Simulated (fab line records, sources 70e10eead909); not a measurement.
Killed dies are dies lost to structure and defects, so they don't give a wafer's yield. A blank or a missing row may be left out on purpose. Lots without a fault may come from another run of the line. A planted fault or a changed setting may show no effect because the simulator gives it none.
A struck lot beside a sound one | flow nand_harc | 14 steps out of a route of 1159
Sound: wafers L845.2, L845.3, L845.5. Struck: wafers L859.1, L859.5. (L859.3 of the same lot was not struck and is left out.) The cause comes at the end.
At each step with rows: each side's tool, then ch and its chambers, then its first start. Under that, the readings that differ: sound wafers | struck wafers | difference of the means | sigmas: that difference in standard deviations of wafers without a fault.
alike: readings whose means differ by less than 2 such deviations, and words and numbers that are the same on both sides. not compared: withheld readings, readings that some wafer has no value for, bounds like >300 that may hide the same value, and numbers for which the record gives no deviation and whose values overlap.
The two part at a step that has a row with sigmas, a row that says differs or no value, or rows on one side only. Numbers that don't overlap but have no deviation are shown without sigmas and don't part them. A reading that every wafer of one side lacks parts them only if that side has two wafers or more.

NHARC_A_ZERO_WELL_INSPECT_17:
  sound on defect_inspect-02, day 8 12:29; struck on defect_inspect-02, day 11 19:03
  alike: raw_defect_count
then, 3 steps without rows for these wafers: NHARC_A_SOURCE_PLATE_PRECLEAN_00 (cleans in HF-LAST, time 60 s); NHARC_A_SOURCE_PLATE_SRD_01; NHARC_A_SOURCE_PLATE_OXIDE_02 (material SiO2, target thk 10 nm, ox time 1362 s).
NHARC_A_SOURCE_PLATE_THK_MEAS_09: measures by ellipsometry.
  sound on film_metro-02, day 8 19:56; struck on film_metro-01, day 12 00:50
  alike: thk_nm
then, 3 steps without rows for these wafers: NHARC_A_SOURCE_PLATE_PVD_04 (deposits WSi2, target thk 50 nm); NHARC_A_SOURCE_PLATE_CVD_03 (deposits poly-Si, target thk 200 nm, time 4000 s); NHARC_A_SOURCE_PLATE_ANNEAL_05 (time 1800 s).
NHARC_A_SOURCE_PLATE_THK_MEAS_06: measures by ellipsometry.
  sound on film_metro-02, day 9 10:30; struck on film_metro-02, day 12 14:26
  alike: thk_nm
NHARC_A_SOURCE_PLATE_INSPECT_08:
  sound on defect_inspect-01, day 9 10:34; struck on defect_inspect-02, day 12 14:31
  alike: raw_defect_count
NHARC_A_ONON_D1_DEP_00: target thk 1000 nm.
  sound on pecvd_onon-04 ch 0, day 9 10:41; struck on pecvd_onon-01 ch 0, day 12 14:34
NHARC_A_ONON_D1_THK_MEAS_02: measures by ellipsometry.
  sound on film_metro-02, day 9 11:08; struck on film_metro-01, day 12 15:05
  reading     | sound          | struck    | difference | sigmas
  thk_nm (nm) | 1005 1003 1004 | 1428 1427 | +424       | +69
then, 1 step without rows for these wafers: NHARC_A_ONON_D1_DEP_03 (target thk 1000 nm).
-- the record jumps here: 12 days lie between the struck wafers' starts before and after (it left off in module A_ONON_D1 and takes up again in module END, whose first step shown is number 1159 of the route) --
NHARC_END_SORT_01:
  sound on prober-02 ch 0, day 21 22:37; struck on prober-02 ch 0, day 24 17:19
  reading         | sound    | struck  | difference | sigmas
  killed_at_array | 25 27 36 | 673 671 | +643       | +80
  killed_dies     | 31 33 39 | 677 677 | +643       | +73
  alike: killed_at_other, killed_at_periphery, killed_open, killed_short

WHERE THEY PART
First at NHARC_A_ONON_D1_THK_MEAS_02; last, within this record, at NHARC_END_SORT_01.

WHY: what the simulator had put in
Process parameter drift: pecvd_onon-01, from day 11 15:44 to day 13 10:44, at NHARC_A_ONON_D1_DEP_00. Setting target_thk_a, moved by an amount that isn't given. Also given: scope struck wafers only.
